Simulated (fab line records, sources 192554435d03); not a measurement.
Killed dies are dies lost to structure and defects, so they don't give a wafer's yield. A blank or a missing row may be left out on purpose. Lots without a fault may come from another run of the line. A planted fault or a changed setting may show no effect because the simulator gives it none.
Split-lot experiment | flow n5_finfet | 7 lots, 39 wafers read, on a route of 1938 steps

THE SPLIT
At N5_SD_EPI_N_LINER_46 (material SiNx, target thk 3 nm), the setting target_thk_a was moved away from the recipe's 30 angstrom on 12 of the 39 wafers read, by -12.6% to +12.5%. The other wafers ran this setting at the recipe's value.

The reading is taken at the split's own step.

THE READING
SiNx_of_SD_EPI_N_LINER_46.thk_nm (the simulator's own value, which no gauge read), in nm, at N5_SD_EPI_N_LINER_46 (material SiNx, target thk 3 nm). The file gives no usual value for it.

wafer  | tool, chamber at the split | target_thk_a as run, angstrom | against the recipe | SiNx_of_SD_EPI_N_LINER_46.thk_nm, nm | against lot-mates on the recipe
L075.1 | ald_sin-02, 3,2,1          | 30                            | recipe             | 3                                    | -
L075.2 | ald_sin-02, 3,2,1          | 30                            | recipe             | 3                                    | -
L075.6 | ald_sin-02, 3,2,1          | 30                            | recipe             | 3                                    | -
L075.3 | ald_sin-02, 0,1,0          | 32                            | +6.7%              | 3.2                                  | +0.2
L075.4 | ald_sin-02, 0,1,0          | 32                            | +6.7%              | 3.2                                  | +0.2
L075.5 | ald_sin-02, 0,1,0          | 32                            | +6.7%              | 3.2                                  | +0.2
L079.1 | ald_sin-04, 3,1,2          | 32.25                         | +7.5%              | 3.2                                  | +0.2
L079.2 | ald_sin-04, 3,1,2          | 32.25                         | +7.5%              | 3.2                                  | +0.2
L079.5 | ald_sin-04, 3,1,2          | 32.25                         | +7.5%              | 3.2                                  | +0.2
L079.3 | ald_sin-04, 2,0,3          | 30                            | recipe             | 3                                    | -
L079.4 | ald_sin-04, 2,0,3          | 30                            | recipe             | 3                                    | -
L079.6 | ald_sin-04, 2,0,3          | 30                            | recipe             | 3                                    | -
L082.1 | ald_sin-02, 2,3,0          | 30                            | recipe             | 3                                    | -
L082.4 | ald_sin-02, 2,3,0          | 30                            | recipe             | 3                                    | -
L082.5 | ald_sin-02, 2,3,0          | 30                            | recipe             | 3                                    | -
L082.2 | ald_sin-02, 1,0,3          | 26.22                         | -12.6%             | 2.6                                  | -0.4
L082.3 | ald_sin-02, 1,0,3          | 26.22                         | -12.6%             | 2.6                                  | -0.4
L082.6 | ald_sin-02, 1,0,3          | 26.22                         | -12.6%             | 2.6                                  | -0.4
L088.1 | ald_sin-03, 1,2,0          | 30                            | recipe             | 3                                    | -
L088.4 | ald_sin-03, 1,2,0          | 30                            | recipe             | 3                                    | -
L088.6 | ald_sin-03, 1,2,0          | 30                            | recipe             | 3                                    | -
L088.2 | ald_sin-03, 3,0,3          | 33.74                         | +12.5%             | 3.4                                  | +0.4
L088.3 | ald_sin-03, 3,0,3          | 33.74                         | +12.5%             | 3.4                                  | +0.4
L088.5 | ald_sin-03, 3,0,3          | 33.74                         | +12.5%             | 3.4                                  | +0.4
L089.1 | ald_sin-02, 1,0,3,2,1,0    | 30                            | recipe             | 3                                    | -
L089.2 | ald_sin-02, 1,0,3,2,1,0    | 30                            | recipe             | 3                                    | -
L089.3 | ald_sin-02, 1,0,3,2,1,0    | 30                            | recipe             | 3                                    | -
L089.4 | ald_sin-02, 1,0,3,2,1,0    | 30                            | recipe             | 3                                    | -
L089.5 | ald_sin-02, 1,0,3,2,1,0    | 30                            | recipe             | 3                                    | -
L089.6 | ald_sin-02, 1,0,3,2,1,0    | 30                            | recipe             | 3                                    | -
L090.3 | ald_sin-02, 0,1,2          | 30                            | recipe             | 3                                    | -
L090.4 | ald_sin-02, 0,1,2          | 30                            | recipe             | 3                                    | -
L090.6 | ald_sin-02, 0,1,2          | 30                            | recipe             | 3                                    | -
L091.1 | ald_sin-03, 3,2,0,0,3,2    | 30                            | recipe             | 3                                    | -
L091.2 | ald_sin-03, 3,2,0,0,3,2    | 30                            | recipe             | 3                                    | -
L091.3 | ald_sin-03, 3,2,0,0,3,2    | 30                            | recipe             | 3                                    | -
L091.4 | ald_sin-03, 3,2,0,0,3,2    | 30                            | recipe             | 3                                    | -
L091.5 | ald_sin-03, 3,2,0,0,3,2    | 30                            | recipe             | 3                                    | -
L091.6 | ald_sin-03, 3,2,0,0,3,2    | 30                            | recipe             | 3                                    | -
Where a row lists several chambers, the file gives one row for several wafers and doesn't say which wafer went through which chamber.

THE FIT
A straight line over all 39 wafers: SiNx_of_SD_EPI_N_LINER_46.thk_nm changes by +0.0311 nm for each +1% of target_thk_a; r = +1.00; the points scatter about the line by 0.01 nm.
The same after taking each lot's own level away (the mean of its wafers on the recipe; 39 wafers): +0.0311 nm for each +1%; r = +1.00; scatter 0.01 nm.
On that fit, the largest move of target_thk_a shifts the reading by 0.39 nm.
The lots' own levels span 3.00 to 3.00 nm.
So the lot-to-lot level changes the slope little: the two slopes agree.
Check: with one of the wafers moved furthest among these (-12.6%) left out of the fit, the line predicts -0.393 nm for it against its lot-mates. It came out at -0.4 nm against them.

OTHER SPLITS ON THESE WAFERS
These wafers also went through other splits before the reading. Each is held against what the fit with the lots' levels taken away leaves over:
other split on the same wafers  | wafers away from the commonest value | r with SiNx_of_SD_EPI_N_LINER_46.thk_nm (lot level and that fit taken away)
N5_WELL_APT_EPI_41 target_thk_a | 15                                   | -0.05
N5_DUMMY_GATE_EXPOSE_12 dose_mj | 15                                   | -0.37
N5_DUMMY_GATE_ETCH_37 source_w  | 12                                   | +0.33
N5_DUMMY_GATE_ETCH_42 bias_w    | 12                                   | +0.00

THE FILE'S OWN FIT
SiNx_of_SD_EPI_N_LINER_46.thk_nm changes by +0.031 nm for each +1% of target_thk_a, r = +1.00.
